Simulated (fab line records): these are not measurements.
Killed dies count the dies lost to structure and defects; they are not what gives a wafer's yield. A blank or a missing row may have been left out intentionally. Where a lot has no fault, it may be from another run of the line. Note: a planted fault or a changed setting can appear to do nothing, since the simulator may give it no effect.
Commonality check across tools / flow nand harc / Sampled: 11 lots, 39 wafers

## REASON IT WAS OPENED
On 2 of the 11 lots, a flag is raised at NHARC_A_CONTACT_INSPECT_23 on the reading raw defect count. No-fault wafers: 515, standard deviation 120.
Rule: a lot gets a flag if all its wafers with a number sit over 4 standard deviations from that mean, or if no wafer of it has a number. All remaining lots are regarded as sound.

lot=L609; measured=day 22 11:13; on=defect inspect-02; raw defect count, wafer by wafer=423 434 376; flag=
lot=L610; measured=day 24 05:32; on=defect inspect-02; raw defect count, wafer by wafer=495 451 340; flag=
lot=L611; measured=day 24 06:54; on=defect inspect-02; raw defect count, wafer by wafer=427 583 502; flag=
lot=L614; measured=day 25 13:58; on=defect inspect-02; raw defect count, wafer by wafer=490 471 535; flag=
lot=L615; measured=day 26 08:57; on=defect inspect-02; raw defect count, wafer by wafer=578 475 706; flag=
lot=L617; measured=day 26 12:09; on=defect inspect-01; raw defect count, wafer by wafer=518 362 566; flag=
lot=L618; measured=day 27 03:13; on=defect inspect-02; raw defect count, wafer by wafer=452 449 448; flag=
lot=L619; measured=day 27 23:16; on=defect inspect-02; raw defect count, wafer by wafer=473 433 423; flag=
lot=L620; measured=day 28 01:22; on=defect inspect-01; raw defect count, wafer by wafer=424 688 498; flag=
lot=L627; measured=day 30 23:58; on=defect inspect-01; raw defect count, wafer by wafer=2005 2595 1964 2027 2600 1956; flag=FLAGGED
lot=L629; measured=day 31 04:25; on=defect inspect-01; raw defect count, wafer by wafer=1834 2171 2081 1872 2146 2092; flag=FLAGGED
The mean of the flagged lots' numbers is 2112, +1597 from the usual (+13 standard deviations).

## WHICH TOOL RAN EACH LOT
4 process steps preceding the reading are held in the record, out of 1302 steps in the route. Every cell lists first the tool, next ch and the chambers used by the sampled wafers, and last the start.
lot=L609; flag=; NHARC_A_CONTACT_ETCH_110=rie diel-02 ch 0,3, day 22 09:04; NHARC_A_CONTACT_STRIP_26=rie diel-02 ch 0,1,3, day 22 10:49 or earlier; NHARC_A_CONTACT_CVD_19=cvd w-02 ch 0,1, day 22 10:49 or earlier; NHARC_A_CONTACT_CMP_20=cmp-03 ch 1,2,3, day 22 10:49
lot=L610; flag=; NHARC_A_CONTACT_ETCH_110=rie diel-13 ch 1,3, day 24 03:22; NHARC_A_CONTACT_STRIP_26=rie diel-13 ch 0,2,3, day 24 05:08 or earlier; NHARC_A_CONTACT_CVD_19=cvd w-02 ch 0,1, day 24 05:08 or earlier; NHARC_A_CONTACT_CMP_20=cmp-02 ch 2,3, day 24 05:08
lot=L611; flag=; NHARC_A_CONTACT_ETCH_110=rie diel-13 ch 0,1,3, day 24 04:46; NHARC_A_CONTACT_STRIP_26=rie diel-13 ch 1,2,3, day 24 06:30 or earlier; NHARC_A_CONTACT_CVD_19=cvd w-02 ch 0,1, day 24 06:30 or earlier; NHARC_A_CONTACT_CMP_20=cmp-04 ch 1,2, day 24 06:30
lot=L614; flag=; NHARC_A_CONTACT_ETCH_110=rie diel-13 ch 0,1,3, day 25 11:40; NHARC_A_CONTACT_STRIP_26=rie diel-13 ch 0,1, day 25 13:34 or earlier; NHARC_A_CONTACT_CVD_19=cvd w-01 ch 1, day 25 13:34 or earlier; NHARC_A_CONTACT_CMP_20=cmp-03 ch 1,3, day 25 13:34
lot=L615; flag=; NHARC_A_CONTACT_ETCH_110=rie diel-02 ch 0,1,3, day 26 06:48; NHARC_A_CONTACT_STRIP_26=rie diel-02 ch 0,1,2, day 26 08:34 or earlier; NHARC_A_CONTACT_CVD_19=cvd w-02 ch 0,1, day 26 08:34 or earlier; NHARC_A_CONTACT_CMP_20=cmp-02 ch 2,3, day 26 08:34
lot=L617; flag=; NHARC_A_CONTACT_ETCH_110=rie diel-02 ch 1,2,3, day 26 10:00; NHARC_A_CONTACT_STRIP_26=rie diel-02 ch 1,2,3, day 26 11:47 or earlier; NHARC_A_CONTACT_CVD_19=cvd w-02 ch 0,1, day 26 11:47 or earlier; NHARC_A_CONTACT_CMP_20=cmp-02 ch 1,2,3, day 26 11:47
lot=L618; flag=; NHARC_A_CONTACT_ETCH_110=rie diel-07 ch 1,2, day 27 01:05; NHARC_A_CONTACT_STRIP_26=rie diel-07 ch 0,1, day 27 02:53 or earlier; NHARC_A_CONTACT_CVD_19=cvd w-01 ch 0,1, day 27 02:53 or earlier; NHARC_A_CONTACT_CMP_20=cmp-04 ch 1,2,3, day 27 02:53
lot=L619; flag=; NHARC_A_CONTACT_ETCH_110=rie diel-07 ch 0,2, day 27 21:08; NHARC_A_CONTACT_STRIP_26=rie diel-07 ch 0,3, day 27 22:55 or earlier; NHARC_A_CONTACT_CVD_19=cvd w-02 ch 0,1, day 27 22:55 or earlier; NHARC_A_CONTACT_CMP_20=cmp-04 ch 0,1,3, day 27 22:55
lot=L620; flag=; NHARC_A_CONTACT_ETCH_110=rie diel-07 ch 0,1, day 27 23:14; NHARC_A_CONTACT_STRIP_26=rie diel-07 ch 0,3, day 28 01:02 or earlier; NHARC_A_CONTACT_CVD_19=cvd w-02 ch 0,1, day 28 01:02 or earlier; NHARC_A_CONTACT_CMP_20=cmp-02 ch 0,1,2, day 28 01:02
lot=L627; flag=FLAGGED; NHARC_A_CONTACT_ETCH_110=rie diel-07 ch 0,1,3, day 30 21:50; NHARC_A_CONTACT_STRIP_26=rie diel-07 ch 0,1,3, day 30 23:34 or earlier; NHARC_A_CONTACT_CVD_19=cvd w-02 ch 0,1, day 30 23:34 or earlier; NHARC_A_CONTACT_CMP_20=cmp-03 ch 0,1,3, day 30 23:34
lot=L629; flag=FLAGGED; NHARC_A_CONTACT_ETCH_110=rie diel-02 ch 1,2,3, day 31 02:16; NHARC_A_CONTACT_STRIP_26=rie diel-02 ch 0,1,2, day 31 04:01 or earlier; NHARC_A_CONTACT_CVD_19=cvd w-02 ch 0,1, day 31 04:01 or earlier; NHARC_A_CONTACT_CMP_20=cmp-03 ch 0,1,2, day 31 04:01
These steps, and what they do:
- NHARC_A_CONTACT_ETCH_110: etches the open film in CF4/O2, target depth 60 nm, overetch 6 nm, time 33 s.
- NHARC_A_CONTACT_STRIP_26: strips in O2.
- NHARC_A_CONTACT_CVD_19: deposits W, target thk 300 nm, time 802 s.
- NHARC_A_CONTACT_CMP_20: polishes, t overpolish 30 s, target thk 300 nm.
- NHARC_A_CONTACT_INSPECT_23

## FLAGGED AGAINST TOTAL, ONE TOOL AT A TIME (gauges that did the reading follow at the end)
step=NHARC_A_CONTACT_ETCH_110; tool=rie diel-02; lots run=4; flagged=1; share of the flagged lots=some; sound lots run after its first flagged lot=0
step=NHARC_A_CONTACT_ETCH_110; tool=rie diel-07; lots run=4; flagged=1; share of the flagged lots=some; sound lots run after its first flagged lot=0
step=NHARC_A_CONTACT_ETCH_110; tool=rie diel-13; lots run=3; flagged=0; share of the flagged lots=none; sound lots run after its first flagged lot=-
step=NHARC_A_CONTACT_STRIP_26; tool=rie diel-02; lots run=4; flagged=1; share of the flagged lots=some; sound lots run after its first flagged lot=0
step=NHARC_A_CONTACT_STRIP_26; tool=rie diel-07; lots run=4; flagged=1; share of the flagged lots=some; sound lots run after its first flagged lot=0
step=NHARC_A_CONTACT_STRIP_26; tool=rie diel-13; lots run=3; flagged=0; share of the flagged lots=none; sound lots run after its first flagged lot=-
step=NHARC_A_CONTACT_CVD_19; tool=cvd w-01; lots run=2; flagged=0; share of the flagged lots=none; sound lots run after its first flagged lot=-
step=NHARC_A_CONTACT_CVD_19; tool=cvd w-02; lots run=9; flagged=2; share of the flagged lots=all; sound lots run after its first flagged lot=0
step=NHARC_A_CONTACT_CMP_20; tool=cmp-02; lots run=4; flagged=0; share of the flagged lots=none; sound lots run after its first flagged lot=-
step=NHARC_A_CONTACT_CMP_20; tool=cmp-03; lots run=4; flagged=2; share of the flagged lots=all; sound lots run after its first flagged lot=0
step=NHARC_A_CONTACT_CMP_20; tool=cmp-04; lots run=3; flagged=0; share of the flagged lots=none; sound lots run after its first flagged lot=-
step=NHARC_A_CONTACT_INSPECT_23; tool=defect inspect-01; lots run=4; flagged=2; share of the flagged lots=all; sound lots run after its first flagged lot=0
step=NHARC_A_CONTACT_INSPECT_23; tool=defect inspect-02; lots run=7; flagged=0; share of the flagged lots=none; sound lots run after its first flagged lot=-
With no start given for some of its lots, NHARC_A_CONTACT_STRIP_26 uses the hours and lot order of NHARC_A_CONTACT_CMP_20. With no start given for some of its lots, NHARC_A_CONTACT_CVD_19 uses the hours and lot order of NHARC_A_CONTACT_CMP_20.

## WHAT THE TABLE PERMITS
3 rows of the table ran every flagged lot: cvd w-02 at NHARC_A_CONTACT_CVD_19, cmp-03 at NHARC_A_CONTACT_CMP_20, defect inspect-01 at NHARC_A_CONTACT_INSPECT_23.
- cvd w-02 at NHARC_A_CONTACT_CVD_19: 2 of its 9 lots flagged. A fault beginning between L620 (day 28 01:02), its last sound lot, and L627 (day 30 23:34), its first flagged one, fits the data.
- cmp-03 at NHARC_A_CONTACT_CMP_20: 2 of its 4 lots flagged. A fault beginning between L614 (day 25 13:34), its last sound lot, and L627 (day 30 23:34), its first flagged one, fits the data. Its own readings (overpolish run s, time to endpoint s) fall more than 4 standard deviations out on all wafers of the flagged lots.
- defect inspect-01 at NHARC_A_CONTACT_INSPECT_23: 2 of its 4 lots flagged. A fault beginning between L620 (day 28 01:22), its last sound lot, and L627 (day 30 23:58), its first flagged one, fits the data.
A lot count leaves these 3 tools indistinguishable: every one of them fits a fault beginning at some hour. More lots, or a look at what each step does to the wafer, might.

## WHAT HAD BEEN PUT IN BY THE SIMULATOR
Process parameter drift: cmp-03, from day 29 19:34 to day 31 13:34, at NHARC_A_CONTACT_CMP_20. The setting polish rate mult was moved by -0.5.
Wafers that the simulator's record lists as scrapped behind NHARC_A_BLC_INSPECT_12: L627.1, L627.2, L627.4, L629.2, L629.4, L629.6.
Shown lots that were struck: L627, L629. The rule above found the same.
